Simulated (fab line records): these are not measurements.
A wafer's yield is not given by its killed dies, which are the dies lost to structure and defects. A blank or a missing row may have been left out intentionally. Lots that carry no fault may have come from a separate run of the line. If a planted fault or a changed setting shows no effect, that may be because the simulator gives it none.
fab line records    flow n5Finfet
record lots=7  wafers=39
route steps=1938 shown DUMMY_GATE@237 SD_EPI_N@288
startH: the number of hours between the record's first day and the start of the first shown wafer of the lot    waitH: how many hours have passed since the lot's step before this one    " unchanged from the row above    L1.1+2: a single row standing in for several wafers    - either no value or no given start    * or withheld: withheld    < > ~ a bound
route shown NAME@n: names a module that has steps shown in the file, with the first one's number in the route    usual: mean/standard deviation taken from wafers without a fault    same: alike in all rows    chamber/n: place in a boat    sites: each site's reading    _std_site: their standard deviation    _edge_site: mean of outer sites minus mean of inner sites    radiusMm: how far each site lies from the wafer's centre    mask NAME#n: copy n    behind: the tool/chamber that last shaped the wafer    hold: reason for holding the lot/hours on hold/outcome of the hold    device: the transistor (n, p or np) that didn't switch    end of line: the tests these same wafers got at the end of their route    for a step that has no rows: nothing shown but its recipe    killed: the dies lost at the first sort to structure and to defects; this is not the yield of the wafer    map: a wafer's dies, marking killed ones x, the rest . and places with no die _
set.NAME: setting as actually run; set.NAME@STEP: the setting as run at that earlier step    model.NAME: the simulator's own value behind a step, which no gauge read
one table per step and one row per wafer, for lots whose settings were changed on purpose
## steps
# step N5_DUMMY_GATE_ETCH_37
# recipe chemistry=N2/H2  target=SOC  targetDepthA=600  overetchA=300  tempC=40  ionEnergyEv=200  pressureMtorr=30  sourceW=840  biasW=150  n2FlowSccm=200  h2FlowSccm=200
# usual rfVppV=524.2/1.9
lot.wafer  tool        chamber  startH  waitH  set.sourceW  rfVppV
L074.1     rieDiel-03  0        46.78   0.0    958          497.9
L074.2     "           3        "       "      958          504.9
L074.3     "           1        "       "      840          524.3
L074.4     "           2        "       "      958          503.1
L074.5     "           2        "       "      840          524.0
L074.6     "           3        "       "      840          525.2
L078.1     rieDiel-06  0        70.91   0.0    840          526.7
L078.2     "           1        "       "      916.4        508.9
L078.3     "           2        "       "      840          524.3
L078.4     "           3        "       "      840          523.1
L078.5     "           2        "       "      916.4        509.1
L078.6     "           3        "       "      916.4        507.5
L081.1     rieDiel-06  3        88.50   0.0    722.7        548.7
L081.2     "           1        "       "      722.7        553.1
L081.3     "           0        "       "      840          526.9
L081.4     "           2        "       "      840          522.5
L081.5     "           3        "       "      840          522.9
L081.6     "           2        "       "      722.7        550.4
L087.1     rieDiel-03  0        125.79  0.0    960.6        496.9
L087.2     "           3        "       "      960.6        501.8
L087.3     "           1        "       "      960.6        500.3
L087.4     "           2        "       "      840          524.4
L087.5     "           3        "       "      840          524.9
L087.6     "           0        "       "      840          521.1
L090.1     rieDiel-03  3        142.95  0.0    840          526.9
L090.2     "           2        "       "      840          525.1
L090.3     "           1        "       "      840          523.7
L090.4     "           0        "       "      840          520.0
L090.5     "           0        "       "      840          520.8
L090.6     "           3        "       "      840          525.7
L091.1     rieDiel-03  3        150.37  0.0    709.9        556.1
L091.2     "           1        "       "      840          523.7
L091.3     "           0        "       "      840          519.3
L091.4     "           2        "       "      709.9        555.4
L091.5     "           1        "       "      709.9        554.4
L091.6     "           2        "       "      840          524.7
L097.1     rieDiel-02  1        184.04  0.0    840          528.7
L097.2     "           2        "       "      840          522.9
L097.4     "           3        "       "      840          523.0
# step N5_DUMMY_GATE_ETCH_31
# recipe chemistry=C4F6/O2  target=SiO2  maskMaterial=SOC  targetDepthA=825  timeS=27.5  ionEnergyEv=250  pressureMtorr=30  sourceW=345  biasW=185  Ar_flow_sccm=300  C4F6_flow_sccm=10  O2_flow_sccm=10
lot.wafer  tool        chamber  startH  waitH  set.targetDepthA  model.etch.depthNm
L074.1     rieDiel-03  1        47.05   0.0    749.3             73.2
L074.2     "           2        "       "      825               83.84
L074.3     "           3        "       "      825               80.24
L074.4     "           0        "       "      749.3             76.59
L074.5     "           1        "       "      749.3             73.66
L074.6     "           0        "       "      825               84.12
L078.1     rieDiel-02  3        71.22   0.1    825               80.1
L078.2     "           0        "       "      780.8             77.52
L078.3     "           2        "       "      780.8             76.85
L078.4     "           1        "       "      825               83.99
L078.5     "           1        "       "      825               83.72
L078.6     "           0        "       "      780.8             78.18
L081.1     rieDiel-03  0        88.78   0.0    750.3             76.33
L081.2     "           2        "       "      750.3             75.98
L081.3     "           3        "       "      750.3             72.41
L081.4     "           1        "       "      825               80.74
L081.5     "           3        "       "      825               79.91
L081.6     "           0        "       "      825               83.74
L087.1     rieDiel-06  3        126.10  0.0    825               77.77
L087.2     "           0        "       "      879.6             89
L087.3     "           1        "       "      825               81.28
L087.4     "           2        "       "      879.6             90.66
L087.5     "           3        "       "      825               78.26
L087.6     "           2        "       "      879.6             90.63
L090.1     rieDiel-06  2        143.50  0.2    743.9             76.17
L090.2     "           3        "       "      825               78.3
L090.3     "           1        "       "      743.9             73.38
L090.4     "           0        "       "      743.9             74.15
L090.5     "           2        "       "      825               83.7
L090.6     "           1        "       "      825               81
L091.1     rieDiel-06  3        150.65  0.0    825               79.2
L091.2     "           1        "       "      791.6             77.75
L091.3     "           2        "       "      825               84.63
L091.4     "           0        "       "      791.6             78.98
L091.5     "           2        "       "      825               84.39
L091.6     "           1        "       "      791.6             77.65
L097.1     rieDiel-02  1        184.34  0.0    825               84.23
L097.2     "           3        "       "      825               85.6
L097.4     "           0        "       "      825               82.62
# step N5_SD_EPI_N_EPI_21
# recipe material=Si:P  dopant=P  tempC=680  pressureTorr=255  timeS=690
lot.wafer     tool         chamber  startH  waitH  set.pressureTorr  model.Si-P_of_SD_EPI_N_EPI_21.thkNm
L074.1+2      epiRpcvd-01  0        50.87   0.2    222.6             55.4
L074.3+6      "            0        "       "      222.6             56.4
L074.4        "            0        "       "      222.6             55.6
L074.5        "            0        "       "      222.6             55.2
L078.1+5      epiRpcvd-02  0        74.78   0.1    284.7             62.4
L078.2+4      "            0        "       "      284.7             62.6
L078.3        "            0        "       "      284.7             63.2
L078.6        "            0        "       "      284.7             61.6
L081.1        epiRpcvd-02  0        93.20   0.1    241.6             59
L081.2        "            0        "       "      241.6             58
L081.3+5      "            0        "       "      241.6             58.4
L081.4        "            0        "       "      241.6             57.6
L081.6        "            0        "       "      241.6             57
L087.1        epiRpcvd-04  0        130.87  0.1    216.5             54.4
L087.2+6      "            0        "       "      216.5             54.8
L087.3        "            0        "       "      216.5             55.4
L087.4        "            0        "       "      216.5             55.6
L087.5        "            0        "       "      216.5             54.6
L090.1        epiRpcvd-02  0        147.14  0.1    255               59.2
L090.2        "            0        "       "      255               58.2
L090.3        "            0        "       "      255               58.8
L090.4        "            0        "       "      255               59.4
L090.5        "            0        "       "      255               58.4
L090.6        "            0        "       "      255               57.8
L091.1+2+4+6  epiRpcvd-02  0        154.14  0.1    287.1             60.8
L091.3        "            0        "       "      287.1             61
L091.5        "            0        "       "      287.1             61.2
L097.1        epiRpcvd-02  0        188.09  0.1    255               58.6
L097.2        "            0        "       "      255               58.8
L097.4        "            0        "       "      255               58.2
## key
split step=N5_DUMMY_GATE_ETCH_37  setting=sourceW  stated=840  by=wafer
response step=N5_DUMMY_GATE_ETCH_37  reading=rfVppV  change=-1.83  per=1%  r=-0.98
split step=N5_DUMMY_GATE_ETCH_31  setting=targetDepthA  stated=825  by=wafer
response step=N5_DUMMY_GATE_ETCH_31  reading=model.etch.depthNm  change=+0.901  per=1%  r=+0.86
split step=N5_SD_EPI_N_EPI_21  setting=pressureTorr  stated=255  by=lot
response step=N5_SD_EPI_N_EPI_21  reading=model.Si-P_of_SD_EPI_N_EPI_21.thkNm  change=+0.239  per=1%  r=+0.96
